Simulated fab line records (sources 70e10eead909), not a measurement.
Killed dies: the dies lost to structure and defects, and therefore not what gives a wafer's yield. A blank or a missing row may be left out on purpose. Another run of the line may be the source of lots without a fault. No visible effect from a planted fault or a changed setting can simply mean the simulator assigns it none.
Which tool did it? || flow nandHarc || Sampling: 6 lots, 18 wafers, 5 of 1159 route steps

WHAT EACH GAUGE READ, for each wafer
NHARC_END_SORT_01.
{"lot": "L176", "measured": "day 21 00:21", "on": "prober-02", "killedAtArray": "32 35 26"}

WHICH TOOL RAN EACH LOT (tool, then ch and the chambers of the sampled wafers, then the start)
{"lot": "L171", "NHARC_A_CHANNEL_HOLE_D1_ETCH_33": "harEtch-01 ch 0,1, day 9 01:02", "NHARC_A_CHANNEL_HOLE_D1_ETCH_44": "rieDiel-03 ch 1,2, day 9 01:47", "NHARC_A_CHANNEL_FILL_D1_ALD_03": "aldSinBatch-01 ch 0, day 9 09:55 or earlier", "NHARC_A_CHANNEL_FILL_D1_ALD_14": "aldHk-03 ch 1,2,3, day 9 09:55"}
{"lot": "L172", "NHARC_A_CHANNEL_HOLE_D1_ETCH_33": "harEtch-01 ch 0,1, day 9 05:12", "NHARC_A_CHANNEL_HOLE_D1_ETCH_44": "rieDiel-13 ch 1,2,3, day 9 05:57", "NHARC_A_CHANNEL_FILL_D1_ALD_03": "aldSinBatch-01 ch 0, day 9 15:14 or earlier", "NHARC_A_CHANNEL_FILL_D1_ALD_14": "aldHk-04 ch 0,1, day 9 15:14"}
{"lot": "L176", "NHARC_A_CHANNEL_HOLE_D1_ETCH_33": "harEtch-02 ch 0,1, day 10 02:20", "NHARC_A_CHANNEL_HOLE_D1_ETCH_44": "rieDiel-13 ch 1,3, day 10 03:07", "NHARC_A_CHANNEL_FILL_D1_ALD_03": "aldSinBatch-02 ch 0, day 10 12:07 or earlier", "NHARC_A_CHANNEL_FILL_D1_ALD_14": "aldHk-03 ch 0,2,3, day 10 12:07"}
{"lot": "L175", "NHARC_A_CHANNEL_HOLE_D1_ETCH_33": "harEtch-02 ch 0,1, day 10 06:32", "NHARC_A_CHANNEL_HOLE_D1_ETCH_44": "rieDiel-13 ch 0,2,3, day 10 07:14", "NHARC_A_CHANNEL_FILL_D1_ALD_03": "aldSinBatch-03 ch 0, day 10 16:22 or earlier", "NHARC_A_CHANNEL_FILL_D1_ALD_14": "aldHk-02 ch 0,1,2, day 10 16:22"}
{"lot": "L179", "NHARC_A_CHANNEL_HOLE_D1_ETCH_33": "harEtch-02 ch 0,1, day 11 01:20", "NHARC_A_CHANNEL_HOLE_D1_ETCH_44": "rieDiel-03 ch 1,2, day 11 02:07", "NHARC_A_CHANNEL_FILL_D1_ALD_03": "aldSinBatch-02 ch 0, day 11 08:35 or earlier", "NHARC_A_CHANNEL_FILL_D1_ALD_14": "aldHk-04 ch 1,2,3, day 11 08:35"}
{"lot": "L193", "NHARC_A_CHANNEL_HOLE_D1_ETCH_33": "harEtch-02 ch 0,1, day 14 03:50", "NHARC_A_CHANNEL_HOLE_D1_ETCH_44": "rieDiel-03 ch 0,2,3, day 14 04:35", "NHARC_A_CHANNEL_FILL_D1_ALD_03": "aldSinBatch-02 ch 0, day 14 12:46 or earlier", "NHARC_A_CHANNEL_FILL_D1_ALD_14": "aldHk-02 ch 0,2,3, day 14 12:46"}
- NHARC_A_CHANNEL_HOLE_D1_ETCH_33: etches the open film in C4F8/O2/Ar, time 90 s, target depth 400 nm.
- NHARC_A_CHANNEL_HOLE_D1_ETCH_44: etches the open film in CF4/O2, target depth 140 nm, overetch 14 nm, time 77 s.
- NHARC_A_CHANNEL_FILL_D1_ALD_03: deposits SiNx, target thk 6 nm, pulse time 60 s, ald cycles 58.
- NHARC_A_CHANNEL_FILL_D1_ALD_14: deposits SiO2, target thk 2.5 nm, pulse time 10 s, ald cycles 25.

THE ANSWER, worked out from the rows above alone
Rule: what is usual is taken from the lots themselves. The widest of any qualifying gaps counts: lots, ordered by their means at a reading, are off when they make up no more than a third of the lots, leave a main group of 4 or more, and stand apart from it by 3 or more times the standard deviation of that group's means. If all means in a main group match to the digits the tables above print for the reading, that group is not used. A lot without any number at a reading at which 4 lots or more have one is off too. All remaining lots with rows at the step are treated as sound.
Nothing can be told from this: no lot is off at any reading shown.

WHAT WAS PUT IN BY THE SIMULATOR
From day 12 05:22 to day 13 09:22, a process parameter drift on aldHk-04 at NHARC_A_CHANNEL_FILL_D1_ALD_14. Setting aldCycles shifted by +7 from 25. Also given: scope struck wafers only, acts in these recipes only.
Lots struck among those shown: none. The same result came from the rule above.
